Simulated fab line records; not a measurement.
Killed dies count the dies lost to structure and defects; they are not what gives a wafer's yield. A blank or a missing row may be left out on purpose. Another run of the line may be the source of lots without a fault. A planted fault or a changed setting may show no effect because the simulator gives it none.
Matching of chambers :: flow n5-finfet :: 3 sister chambers for N5_BEOL_M9_ILD_DEP_00 on pecvd-01
The step deposits SiCOH lowk from DEMS/porogen, target thk 308.51 nm, time 58 s. 6 wafers are shown with their chamber, then 8 later ones without.

## WAFERS PAIRED WITH THEIR CHAMBERS
wafer: L082.2
chamber: 0
throttle-valve-pct (%): 14.1
showerhead-plenum-p-Torr (Torr): 5.725

wafer: L086.6
chamber: 0
throttle-valve-pct (%): 14.1
showerhead-plenum-p-Torr (Torr): 5.717

wafer: L088.1
chamber: 1
throttle-valve-pct (%): 14.8
showerhead-plenum-p-Torr (Torr): 5.762

wafer: L088.2
chamber: 2
throttle-valve-pct (%): 12.4
showerhead-plenum-p-Torr (Torr): 5.742

wafer: L088.4
chamber: 2
throttle-valve-pct (%): 12.2
showerhead-plenum-p-Torr (Torr): 5.757

wafer: L087.2
chamber: 1
throttle-valve-pct (%): 14.9
showerhead-plenum-p-Torr (Torr): 5.755

## WAFERS WHOSE CHAMBER IS MISSING
wafer: L087.3
throttle-valve-pct (%): 14.4
showerhead-plenum-p-Torr (Torr): 5.721

wafer: L087.5
throttle-valve-pct (%): 15.1
showerhead-plenum-p-Torr (Torr): 5.744

wafer: L095.3
throttle-valve-pct (%): 14.2
showerhead-plenum-p-Torr (Torr): 5.729

wafer: L095.4
throttle-valve-pct (%): 15.0
showerhead-plenum-p-Torr (Torr): 5.781

wafer: L095.6
throttle-valve-pct (%): 12.4
showerhead-plenum-p-Torr (Torr): 5.758

wafer: L097.3
throttle-valve-pct (%): 14.4
showerhead-plenum-p-Torr (Torr): 5.723

wafer: L097.5
throttle-valve-pct (%): 14.1
showerhead-plenum-p-Torr (Torr): 5.729

wafer: L097.6
throttle-valve-pct (%): 15.3
showerhead-plenum-p-Torr (Torr): 5.781

## WHICH CHAMBER EACH WENT THROUGH
wafer: L087.3
from the rows above: 0
in truth: 0

wafer: L087.5
from the rows above: 1
in truth: 1

wafer: L095.3
from the rows above: 0
in truth: 0

wafer: L095.4
from the rows above: 1
in truth: 1

wafer: L095.6
from the rows above: 2
in truth: 2

wafer: L097.3
from the rows above: 0
in truth: 0

wafer: L097.5
from the rows above: 0
in truth: 0

wafer: L097.6
from the rows above: 1
in truth: 1
Correct placement for 8 of the 8. Can't be placed from these rows: 0. Wrongly placed: 0.
How it was worked out, from the rows above alone: a wafer's distance from a chamber is the root of the sum, over the readings, of the square of ((its reading less the chamber's mean) divided by the reading's scatter). The wafer belongs to the nearest chamber; if the next one is less than 2 further off, it can't be placed. The mean given for a chamber averages the wafers shown for that chamber. How the scatter is found: for the shown wafers, subtract from each reading the mean of its chamber, square and add these, divide the total by (wafers less chambers), then take the root.
